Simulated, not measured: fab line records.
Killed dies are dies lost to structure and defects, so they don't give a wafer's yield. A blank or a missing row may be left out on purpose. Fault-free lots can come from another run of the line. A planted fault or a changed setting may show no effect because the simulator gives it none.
Split-lot trial :: flow n5 finfet :: 7 lots, 21 wafers read, on a route of 1938 steps

== ABOUT THE SPLIT ==
At N5_BEOL_M14_TRENCH_ETCH_34 (etches SiO2 in C4F8/O2/Ar, target depth 556.65 nm, time 126.9 s), the setting time s was moved away from the recipe's 126.9 s on 6 of the 21 wafers read, by -21.0% to -14.9%. For the rest of the wafers, this setting stayed at what the recipe calls for.

== SPLIT TO READING: what lies between them in the file, 1 step ==
- N5_BEOL_M14_STRIP_70: strips in C4F8/O2/Ar

== THE READING ==
trench depth nm, in nm, at N5_BEOL_M14_OCD_MEAS_35. Typical for fault-free wafers on this fab line: 550 nm, with standard deviation 17 nm.

wafer: L074.2
tool, chamber at the split: rie diel-06, 3
time s as run, s: 126.9
against the recipe: recipe
trench depth nm, nm: 537
against lot-mates on the recipe: -

wafer: L074.3
tool, chamber at the split: rie diel-06, 1
time s as run, s: 126.9
against the recipe: recipe
trench depth nm, nm: 563
against lot-mates on the recipe: -

wafer: L074.6
tool, chamber at the split: rie diel-06, 1
time s as run, s: 126.9
against the recipe: recipe
trench depth nm, nm: 563
against lot-mates on the recipe: -

wafer: L076.1
tool, chamber at the split: rie diel-02, 0
time s as run, s: 126.9
against the recipe: recipe
trench depth nm, nm: 525
against lot-mates on the recipe: -

wafer: L076.4
tool, chamber at the split: rie diel-02, 1
time s as run, s: 108
against the recipe: -14.9%
trench depth nm, nm: 467
against lot-mates on the recipe: -58

wafer: L076.6
tool, chamber at the split: rie diel-02, 3
time s as run, s: 108
against the recipe: -14.9%
trench depth nm, nm: 478
against lot-mates on the recipe: -47

wafer: L077.1
tool, chamber at the split: rie diel-03, 2
time s as run, s: 126.9
against the recipe: recipe
trench depth nm, nm: 525
against lot-mates on the recipe: -

wafer: L077.4
tool, chamber at the split: rie diel-03, 3
time s as run, s: 126.9
against the recipe: recipe
trench depth nm, nm: 526
against lot-mates on the recipe: -

wafer: L077.5
tool, chamber at the split: rie diel-03, 3
time s as run, s: 126.9
against the recipe: recipe
trench depth nm, nm: 525
against lot-mates on the recipe: -

wafer: L081.1
tool, chamber at the split: rie diel-03, 0
time s as run, s: 101.7
against the recipe: -19.9%
trench depth nm, nm: 455
against lot-mates on the recipe: -80

wafer: L081.3
tool, chamber at the split: rie diel-03, 3
time s as run, s: 126.9
against the recipe: recipe
trench depth nm, nm: 531
against lot-mates on the recipe: -

wafer: L081.5
tool, chamber at the split: rie diel-03, 1
time s as run, s: 126.9
against the recipe: recipe
trench depth nm, nm: 540
against lot-mates on the recipe: -

wafer: L082.2
tool, chamber at the split: rie diel-02, 3
time s as run, s: 126.9
against the recipe: recipe
trench depth nm, nm: 557
against lot-mates on the recipe: -

wafer: L082.4
tool, chamber at the split: rie diel-02, 0
time s as run, s: 100.3
against the recipe: -21.0%
trench depth nm, nm: 411
against lot-mates on the recipe: -141

wafer: L082.5
tool, chamber at the split: rie diel-02, 1
time s as run, s: 126.9
against the recipe: recipe
trench depth nm, nm: 547
against lot-mates on the recipe: -

wafer: L089.1
tool, chamber at the split: rie diel-03, 0
time s as run, s: 126.9
against the recipe: recipe
trench depth nm, nm: 569
against lot-mates on the recipe: -

wafer: L089.2
tool, chamber at the split: rie diel-03, 2
time s as run, s: 126.9
against the recipe: recipe
trench depth nm, nm: 524
against lot-mates on the recipe: -

wafer: L089.3
tool, chamber at the split: rie diel-03, 3
time s as run, s: 126.9
against the recipe: recipe
trench depth nm, nm: 527
against lot-mates on the recipe: -

wafer: L090.2
tool, chamber at the split: rie diel-02, 3
time s as run, s: 126.9
against the recipe: recipe
trench depth nm, nm: 554
against lot-mates on the recipe: -

wafer: L090.3
tool, chamber at the split: rie diel-02, 1
time s as run, s: 102.3
against the recipe: -19.4%
trench depth nm, nm: 437
against lot-mates on the recipe: -117

wafer: L090.5
tool, chamber at the split: rie diel-02, 2
time s as run, s: 102.3
against the recipe: -19.4%
trench depth nm, nm: 451
against lot-mates on the recipe: -103

THE FIT
A straight line over all 21 wafers: trench depth nm changes by +5.05 nm for each +1% of time s; r = +0.94; the points scatter about the line by 16 nm.
The same after taking each lot's own level away (the mean of its wafers on the recipe; 21 wafers): +5.16 nm for each +1%; r = +0.94; scatter 16 nm.
According to that fit, moving time s by its largest amount changes the reading by 1.1e+02 nm.
The span of the lots' own levels, 525.0 to 554.3 nm, comes to 1.7 times the standard deviation stated above.
The two slopes are in agreement: the lot-to-lot level therefore moves the slope only a little.
Check: for one of the wafers moved furthest among these (-21.0%), held out of the fit, the line's prediction against its lot-mates is -98 nm. Against them it came out at -141 nm.

== OTHER SPLITS APPLIED TO THESE WAFERS ==
Other splits were also applied to these wafers ahead of the reading. Each is held against what the fit with the lots' levels taken away leaves over:
other split on the same wafers: N5_BEOL_M10_COAT_64 spin rpm
wafers away from the commonest value: 6
r with trench depth nm (lot level and that fit taken away): -0.15

other split on the same wafers: N5_BEOL_M11_TRENCH_ETCH_37 bias w
wafers away from the commonest value: 8
r with trench depth nm (lot level and that fit taken away): +0.05

other split on the same wafers: N5_BEOL_M11_ETCH_41 time s
wafers away from the commonest value: 6
r with trench depth nm (lot level and that fit taken away): -0.28

other split on the same wafers: N5_BEOL_M13_EXPOSE_25 dose mj
wafers away from the commonest value: 8
r with trench depth nm (lot level and that fit taken away): -0.38

other split on the same wafers: N5_BEOL_M13_SPUTTER_44 power w
wafers away from the commonest value: 8
r with trench depth nm (lot level and that fit taken away): -0.19

other split on the same wafers: N5_BEOL_M14_ILD_DEP_00 time s
wafers away from the commonest value: 5
r with trench depth nm (lot level and that fit taken away): +0.13

== THE WHOLE CHAIN: every reading that the file lists as answering this split, in the file's order ==
step: N5_BEOL_M14_TRENCH_ETCH_34
what it does: etches SiO2 in C4F8/O2/Ar, target depth 556.65 nm, time 126.9 s
reading: etch.depth nm (the simulator's own value, which no gauge read)
change (the file's fit): +5.21 nm for each +1% of the setting
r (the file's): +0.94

step: N5_BEOL_M14_OCD_MEAS_35
what it does: 
reading: trench depth nm
change (the file's fit): +5.21 nm for each +1% of the setting
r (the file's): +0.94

== FILE'S OWN FIT ==
trench depth nm changes by +5.21 nm for each +1% of time s, r = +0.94.
